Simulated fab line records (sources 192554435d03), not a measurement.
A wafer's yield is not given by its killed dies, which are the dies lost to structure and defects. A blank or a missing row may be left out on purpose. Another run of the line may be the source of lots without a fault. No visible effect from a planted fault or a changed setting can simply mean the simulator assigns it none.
Matching of chambers ; flow n5Finfet ; N5_BEOL_M15_DESCUM_15 on rieDiel-04 has 3 sister chambers
The step chemistry O2, time 7.9 s. 16 wafers are shown with their chamber, then 8 later ones without.

## WAFERS WITH THEIR CHAMBER
wafer;chamber;showerheadPlenumPTorr (Torr);throttleValvePct (%);oesProductAu (a.u.)
L680.2;3;2.23;19.9;0.84
L680.3;0;2.02;20.5;0.83
L680.5;1;2.04;20.1;0.97
L682.3;1;2.03;20.1;0.93
L682.4;3;2.23;20.0;0.83
L682.6;3;2.23;20.0;0.82
L685.1;3;2.22;20.0;0.81
L685.3;1;2.03;20.1;0.90
L685.5;0;2.01;20.6;0.81
L694.1;0;2.01;20.6;0.79
L694.5;0;2.01;20.6;0.79
L694.6;3;2.22;20.0;0.80
L692.2;0;2.01;20.6;0.80
L692.3;1;2.03;20.1;0.88
L692.6;1;2.03;20.1;0.88
L695.1;0;2.01;20.6;0.78

SIGNATURES, as means of the wafers listed above
reading;chamber 0;chamber 1;chamber 3;scatter within a chamber
showerheadPlenumPTorr;2.0117;2.0320;2.2260;0.00467
throttleValvePct;20.583;20.100;19.980;0.0354
oesProductAu;0.8000;0.9120;0.8200;0.0255
Rule: distance of a wafer from a chamber = root of the sum over the readings of ((wafer's reading minus chamber's mean) / reading's scatter) squared. The wafer belongs to the nearest chamber; if the next one is less than 2 further off, it can't be placed. The scatter: the root of (the sum of the squares of (reading less its chamber's mean) over the shown wafers, divided by (wafers less chambers)).

## WAFERS MISSING THEIR CHAMBER
wafer;showerheadPlenumPTorr (Torr);throttleValvePct (%);oesProductAu (a.u.)
L695.2;2.03;20.1;0.87
L695.6;2.02;20.1;0.88
L700.2;2.21;20.0;0.79
L700.3;2.00;20.6;0.77
L700.4;2.02;20.1;0.86
L702.3;2.02;20.2;0.85
L702.4;2.21;20.0;0.78
L702.5;2.00;20.6;0.78

## EACH ONE'S CHAMBER
wafer;from the rows above;in truth
L695.2;1;1
L695.6;1;1
L700.2;3;3
L700.3;0;0
L700.4;1;1
L702.3;1;1
L702.4;3;3
L702.5;0;0
Correctly placed: 8 of 8. Left unplaced by these rows: 0. Wrongly placed: 0.
